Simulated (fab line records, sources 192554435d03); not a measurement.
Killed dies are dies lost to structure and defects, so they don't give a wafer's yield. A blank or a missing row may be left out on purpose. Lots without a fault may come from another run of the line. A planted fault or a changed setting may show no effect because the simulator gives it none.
Chamber matching | flow n5_finfet | N5_BEOL_M10_DEP_56 on pecvd-02: 3 sister chambers
The step deposits SiCN from 3MS/NH3, target thk 15 nm, time 26.5 s. 14 wafers are shown with their chamber, then 7 later ones without.

WAFERS WITH THEIR CHAMBER
wafer  | chamber | throttle_valve_pct (%) | showerhead_plenum_p_Torr (Torr)
L075.2 | 0       | 9.0                    | 3.684
L075.5 | 0       | 8.6                    | 3.677
L075.6 | 1       | 9.5                    | 3.674
L080.1 | 2       | 8.7                    | 3.690
L080.3 | 0       | 8.7                    | 3.666
L080.4 | 2       | 8.4                    | 3.693
L085.1 | 2       | 8.9                    | 3.696
L085.4 | 1       | 9.2                    | 3.663
L085.5 | 0       | 8.9                    | 3.671
L089.1 | 0       | 9.0                    | 3.671
L089.2 | 2       | 8.5                    | 3.700
L089.4 | 1       | 9.4                    | 3.679
L093.2 | 1       | 9.3                    | 3.682
L093.5 | 0       | 8.9                    | 3.680

SIGNATURES (means of the wafers above)
reading                  | chamber 0 | chamber 1 | chamber 2 | scatter within a chamber
throttle_valve_pct       | 8.850     | 9.350     | 8.625     | 0.174
showerhead_plenum_p_Torr | 3.67483   | 3.67450   | 3.69475   | 0.00665
Rule: a wafer's distance from a chamber is the root of the sum, over the readings, of the square of ((its reading less the chamber's mean) divided by the reading's scatter). The wafer belongs to the nearest chamber; if the next one is less than 2 further off, it can't be placed. The scatter: the root of (the sum of the squares of (reading less its chamber's mean) over the shown wafers, divided by (wafers less chambers)).

WAFERS WITHOUT THEIR CHAMBER
wafer  | throttle_valve_pct (%) | showerhead_plenum_p_Torr (Torr)
L093.6 | 8.5                    | 3.694
L096.2 | 8.7                    | 3.692
L096.3 | 9.4                    | 3.687
L096.4 | 8.6                    | 3.704
L097.1 | 9.0                    | 3.674
L097.2 | 8.6                    | 3.686
L097.6 | 8.6                    | 3.695

WHICH CHAMBER EACH WENT THROUGH
wafer  | from the rows above     | in truth
L093.6 | 2                       | 2
L096.2 | 2                       | 2
L096.3 | can't be placed: 1 or 0 | 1
L096.4 | 2                       | 2
L097.1 | can't be placed: 0 or 1 | 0
L097.2 | can't be placed: 2 or 0 | 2
L097.6 | 2                       | 2
Placed correctly: 4 of 7. Can't be placed from these rows: 3 (the true chamber is among the candidates in 3). Placed wrongly: 0.
